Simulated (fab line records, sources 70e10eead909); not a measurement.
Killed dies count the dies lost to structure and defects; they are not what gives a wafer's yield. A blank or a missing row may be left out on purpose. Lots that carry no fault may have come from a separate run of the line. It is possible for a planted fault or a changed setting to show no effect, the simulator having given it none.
Matching of chambers	flow nandHarc	NHARC_A_SGD_CUT_ETCHBACK_24 on rieDiel-08: 4 sister chambers
The step etches the open film in CH3F/O2, target depth 50 nm, time 92.857 s. 8 wafers are shown with their chamber, then 7 later ones without.

== EACH WAFER AND ITS CHAMBER ==
wafer	chamber	showerheadPlenumPTorr (Torr)	drypumpMotorCurrentA (A)
L082.5	3	2.62	6.4
L086.4	2	2.43	5.6
L086.6	0	2.30	5.5
L085.2	1	2.36	6.2
L085.3	2	2.43	5.6
L085.4	0	2.29	5.5
L088.2	3	2.62	6.3
L088.3	1	2.36	6.2

== WAFERS MISSING THEIR CHAMBER ==
wafer	showerheadPlenumPTorr (Torr)	drypumpMotorCurrentA (A)
L088.5	2.62	6.4
L094.1	2.62	6.3
L094.4	2.43	5.6
L094.5	2.36	6.1
L097.1	2.43	5.6
L097.4	2.43	5.6
L097.5	2.29	5.5

== CHAMBER TAKEN BY EACH ==
wafer	from the rows above	in truth
L088.5	3	3
L094.1	3	3
L094.4	2	2
L094.5	1	1
L097.1	2	2
L097.4	2	2
L097.5	0	0
7 of 7 placed correctly. From these rows, 0 cannot be placed. 0 placed wrongly.
How it was worked out, from the rows above alone: a wafer's distance from a chamber is the root of the sum, over the readings, of the square of ((its reading less the chamber's mean) divided by the reading's scatter). If the next closest chamber is less than 2 further off than the closest, the wafer can't be placed; otherwise it belongs to the closest. Each chamber's mean is taken over the wafers shown for it. The scatter is the square root of a quotient: the sum, over the shown wafers, of each reading's squared deviation from its chamber's mean, divided by wafers minus chambers.
